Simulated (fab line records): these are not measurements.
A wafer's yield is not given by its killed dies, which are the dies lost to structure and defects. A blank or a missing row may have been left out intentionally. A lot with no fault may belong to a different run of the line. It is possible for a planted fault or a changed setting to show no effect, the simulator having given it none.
Split-lot trial ; flow n5-finfet ; route with 1938 steps; 7 lots, 21 wafers read

ABOUT THE SPLIT
At N5_HKMG_FIN_ETCH_54 (etches SiARC in CF4, target depth 45.5 nm, time 75.8 s), the setting source-w was moved away from the recipe's 545 W on 8 of the 21 wafers read, by -14.7% to +10.7%. For the rest of the wafers, this setting stayed at what the recipe calls for.

The reading is taken at the split's own step.

THE READING
rf-vpp-V, in V, at N5_HKMG_FIN_ETCH_54 (etches SiARC in CF4, target depth 45.5 nm, time 75.8 s). On this fab line, fault-free wafers typically give 184.0 V with a standard deviation of 1.1 V.

wafer;tool, chamber at the split;source-w as run, W;against the recipe;rf-vpp-V, V;against lot-mates on the recipe
L077.1;rie-diel-04, 2;545;recipe;182.6;-
L077.2;rie-diel-04, 1;545;recipe;183.3;-
L077.3;rie-diel-04, 0;545;recipe;183.7;-
L081.1;rie-diel-06, 2;545;recipe;183.8;-
L081.4;rie-diel-06, 0;505.5;-7.2%;188.6;+5.1
L081.5;rie-diel-06, 2;545;recipe;183.2;-
L084.4;rie-diel-04, 1;464.7;-14.7%;194.0;+9.7
L084.5;rie-diel-04, 3;545;recipe;184.2;-
L084.6;rie-diel-04, 0;545;recipe;184.4;-
L086.1;rie-diel-02, 2;499.6;-8.3%;190.1;+5.2
L086.3;rie-diel-02, 0;545;recipe;184.9;-
L086.5;rie-diel-02, 1;499.6;-8.3%;189.7;+4.8
L088.4;rie-diel-04, 1;545;recipe;185.4;-
L088.5;rie-diel-04, 1;571.2;+4.8%;181.3;-4.1
L088.6;rie-diel-04, 0;571.2;+4.8%;179.3;-6.1
L091.1;rie-diel-02, 0;545;recipe;184.2;-
L091.2;rie-diel-02, 2;545;recipe;183.0;-
L091.5;rie-diel-02, 2;545;recipe;184.3;-
L094.1;rie-diel-02, 3;603.3;+10.7%;179.4;-4.3
L094.3;rie-diel-02, 2;545;recipe;183.7;-
L094.5;rie-diel-02, 0;603.3;+10.7%;177.6;-6.1

THE FIT
A straight line over all 21 wafers: rf-vpp-V changes by -0.631 V for each +1% of source-w; r = -0.97; the points scatter about the line by 0.93 V.
The same after taking each lot's own level away (the mean of its wafers on the recipe; 21 wafers): -0.62 V for each +1%; r = -0.96; scatter 1 V.
Per that fit: largest source-w move, reading shift of 9.1 V.
From 183.20 to 185.40 V: that is the span of the lots' own levels, equal to 2.0 times the standard deviation above.
The two slopes are in agreement: the lot-to-lot level therefore moves the slope only a little.
Check: with one of the wafers moved furthest among these (-14.7%) left out of the fit, the line predicts +8.79 V for it against its lot-mates. It came out at +9.7 V against them.
Tool readings at the split's step, against how far the setting was moved: etch-rf-on-time-s r = -0.92; rf-vpp-V r = -0.97.

THESE WAFERS: OTHER SPLITS
Before the reading, these wafers also passed through other splits. Each is held against what the fit with the lots' levels taken away leaves over:
other split on the same wafers;wafers away from the commonest value;r with rf-vpp-V (lot level and that fit taken away)
N5_WELL_APT_EXPOSE_05 dose-mj;4;-0.04
N5_WELL_APT_DEVELOP_07 develop-time-s;6;+0.32
N5_FIN_SAQP_PECVD_06 time-s;11;+0.20
N5_DUMMY_GATE_COAT_09 spin-rpm;5;+0.01
N5_SD_EPI_N_COAT_33 spin-rpm;5;-0.15
N5_SD_EPI_N_PEB_07 peb-time-s;9;-0.03
N5_SD_EPI_P_EPI_21 temp-c;5;-0.15
N5_SD_ACTIVATION_LSA_01 temp-c;5;+0.02

THE WHOLE CHAIN: every reading that the file lists as answering this split, in the file's order
step;what it does;reading;change (the file's fit);r (the file's)
N5_HKMG_FIN_ETCH_54;etches SiARC in CF4, target depth 45.5 nm, time 75.8 s;etch-rf-on-time-s;withheld for each +1% of the setting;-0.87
N5_HKMG_FIN_ETCH_54;etches SiARC in CF4, target depth 45.5 nm, time 75.8 s;rf-vpp-V;-0.637 V for each +1% of the setting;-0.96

THE FILE'S OWN FIT
rf-vpp-V changes by -0.637 V for each +1% of source-w, r = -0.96.
